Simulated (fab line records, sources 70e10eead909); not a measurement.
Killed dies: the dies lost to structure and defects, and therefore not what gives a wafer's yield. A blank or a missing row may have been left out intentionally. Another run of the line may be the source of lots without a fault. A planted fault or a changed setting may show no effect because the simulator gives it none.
2 desks, one fault | flow nand-harc | each desk has only its own numbers; what lay behind them comes last

== DESK OF THE TOOL OWNER: pecvd-onon-04 ==
The tool's own readings at NHARC_A_ONON_D1_DEP_03 (target thk 1000 nm): means of the sampled wafers that have a number, for each lot that ran on this tool. A lot is out of limits, marked OUT, if its mean lies more than 4 standard deviations from the usual mean; the brackets give that distance.
Columns: A = n2-flow-sccm at NHARC_A_ONON_D1_DEP_03, usual 2750 sccm; B = n2o-flow-sccm at NHARC_A_ONON_D1_DEP_03, usual 2002 sccm; C = sih4-flow-sccm at NHARC_A_ONON_D1_DEP_03, usual 210.1 sccm
lot  | first seen here | A    | B    | C
L237 | day 7 08:04     | 2746 | 2004 | 209.7
L243 | day 9 06:53     | 2748 | 2000 | 209.0
L244 | day 9 13:14     | 2752 | 2001 | 210.3
L245 | day 9 13:41     | 2760 | 2005 | 210.2
L249 | day 10 16:20    | 2750 | 2004 | 210.2
L252 | day 11 20:14    | 2753 | 2003 | 209.9
Result from this desk: across the 6 lots, nothing is out of limits.

== FROM THE METROLOGY DESK ==
Means of the sampled wafers that have a number, per lot and without regard to the tool the lot ran on: this is what the gauges read. A lot is out of limits, marked OUT, if its mean lies more than 4 standard deviations from the usual mean; the brackets give that distance.
Columns: A = cd-nm at NHARC_A_BONDPAD_CD_MEAS_13, usual 500 nm; B = thk-nm at NHARC_THIN_TSV_THK_MEAS_02, usual 2959 nm
lot  | first seen here | A   | B
L237 | day 18 03:44    | 496 | 2884
L241 | day 18 04:11    | 501 | 3042
L239 | day 18 10:57    | 502 | 2740
L240 | day 19 02:53    | 504 | 2685
L244 | day 20 04:49    | 499 | 2941
L245 | day 20 05:19    | 499 | 3423
L243 | day 20 07:10    | 496 | 3159
L248 | day 20 11:24    | 498 | 2950
L249 | day 20 14:34    | 501 | 2700
L246 | day 20 14:58    | 502 | 3126
L252 | day 22 01:04    | 500 | 2856
L257 | day 22 15:29    | 499 | 3237
L256 | day 23 06:17    | 498 | 2728
L260 | day 23 15:26    | 500 | 2737
Result from this desk: across the 14 lots, nothing is out of limits.

== PUT TOGETHER ==
The desk of the tool owner found nothing out of limits.
The metrology desk saw nothing out of limits.

== WHAT THE SIMULATOR HAD INSERTED ==
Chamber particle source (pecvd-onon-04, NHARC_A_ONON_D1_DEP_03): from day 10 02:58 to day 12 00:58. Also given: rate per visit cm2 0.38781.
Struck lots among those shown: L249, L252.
